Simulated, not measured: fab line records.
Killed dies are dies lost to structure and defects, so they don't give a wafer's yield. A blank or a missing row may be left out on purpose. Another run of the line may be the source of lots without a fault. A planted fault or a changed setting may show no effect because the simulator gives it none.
Comparing a struck lot with a sound one -- flow nandHarc -- 15 steps out of a route of 1302
Sound: wafers L555.1, L555.2, L555.3. Struck: wafers L567.3, L567.4, L567.5. Last of all comes the cause.
Per side, at each step with rows, come the tool, then ch with its chambers, and then its first start. Under that, the readings that differ: sound wafers -- struck wafers -- difference of the means -- sigmas: that difference in standard deviations of wafers without a fault.
alike: same words and numbers on both sides, and readings whose means sit less than 2 such deviations apart. not compared: any withheld reading, any reading some wafer has no value for, any bound like >300 that may hide the same value, and any number with overlapping values for which the record gives no deviation.
A row with sigmas, a row that says differs or no value, or rows on one side alone: a step with any of these is where the two part. Non-overlapping numbers with no deviation appear without sigmas and do not part them. Lack of a reading on every wafer of one side parts them only where that side has two or more wafers.

first, 6 steps without rows for these wafers: NHARC_P_ZERO_WELL_COAT_05 (resist thk 600 nm); NHARC_P_ZERO_WELL_SOFTBAKE_06 (time 70 s); NHARC_P_ZERO_WELL_EBR_07; NHARC_P_ZERO_WELL_EXPOSE_08 (exposes mask P ZERO, target cd 500 nm); NHARC_P_ZERO_WELL_PEB_09 (peb time 80 s); NHARC_P_ZERO_WELL_DEVELOP_10 (time 50 s).
NHARC_P_ZERO_WELL_CD_MEAS_11 targets a cd of 500 nm.
  sound on cdSem-03 ch 0, day 3 03:14; struck on cdSem-03 ch 0, day 8 03:15
  alike: cdNm
then, 1 step without rows for these wafers: NHARC_P_ZERO_WELL_HARDBAKE_12 (time 65 s).
NHARC_P_ZERO_WELL_DESCUM_13: chemistry O2, time 3 s.
  sound on rieDiel-13 ch 0,1,2, day 3 03:25; struck on rieDiel-01 ch 1,2, day 8 03:25
  alike: drypumpMotorCurrentA, oesProductAu, rfVppV, showerheadPlenumPTorr, throttleValvePct
  not compared: rfHoursCounterH
NHARC_P_ZERO_WELL_ETCH_65: etches the open film in N2/H2, target depth 80 nm, overetch 24 nm, time 87.88 s.
  sound on rieDiel-13 ch 0,1,3, day 3 03:29; struck on rieDiel-01 ch 2,3, day 8 03:29
  alike: drypumpMotorCurrentA, oesProductAu, rfFwdPowerW, rfVppV, showerheadPlenumPTorr, throttleValvePct
  not compared: rfHoursCounterH
NHARC_P_ZERO_WELL_ETCH_62: etches the open film in CHF3/Ar, target depth 13 nm, time 6.5 s.
  sound: rieDiel-13 ch 0,2,3; struck: rieDiel-01 ch 1,2
  alike: drypumpMotorCurrentA, oesProductAu, rfFwdPowerW, rfVppV, showerheadPlenumPTorr, throttleValvePct
  not compared: rfHoursCounterH
NHARC_P_ZERO_WELL_ETCH_63: etches the open film in HBr/Cl2, target depth 120 nm, time 40.1 s.
  sound on rieSi-02 ch 0,1,3, day 3 03:40; struck on rieSi-03 ch 1,2, day 8 03:41
  alike: drypumpMotorCurrentA, hbrFlowSccm, oesProductAu, rfFwdPowerW, throttleValvePct
  not compared: rfHoursCounterH
NHARC_P_ZERO_WELL_STRIP_15: strips in SPM, time 900 s.
  sound on wetBench-03 ch 1,2,3, day 3 03:50; struck on wetBench-03 ch 2,3,6, day 8 03:49
  no value came back on the struck wafers for bathGuardTempC (C), bathHeatDutyPct (%); on the sound wafers bathGuardTempC (C) reads 130.0 130.4 130.9
then, 1 step without rows for these wafers: NHARC_P_ZERO_WELL_DEHYDRATE_16 (time 120 s).
-- the record jumps here: 23 days lie between the struck wafers' starts before and after (it left off in module P_ZERO_WELL and takes up again in module END, whose first step shown is number 1302 of the route) --
NHARC_END_SORT_01:
  sound on prober-01 ch 0, day 26 01:03; struck on prober-02 ch 0, day 31 04:17
reading,sound,struck,difference,sigmas
killedAtPeriphery,5 4 6,607 596 615,+601,+99 or more
killedDies,111 78 87,677 677 677,+585,+29
  alike: killedAtArray, killedAtOther, killedOpen, killedShort

## WHERE THEY PART
Earliest at NHARC_P_ZERO_WELL_STRIP_15; latest, in this record, at NHARC_END_SORT_01.

WHY: the cause the simulator had injected
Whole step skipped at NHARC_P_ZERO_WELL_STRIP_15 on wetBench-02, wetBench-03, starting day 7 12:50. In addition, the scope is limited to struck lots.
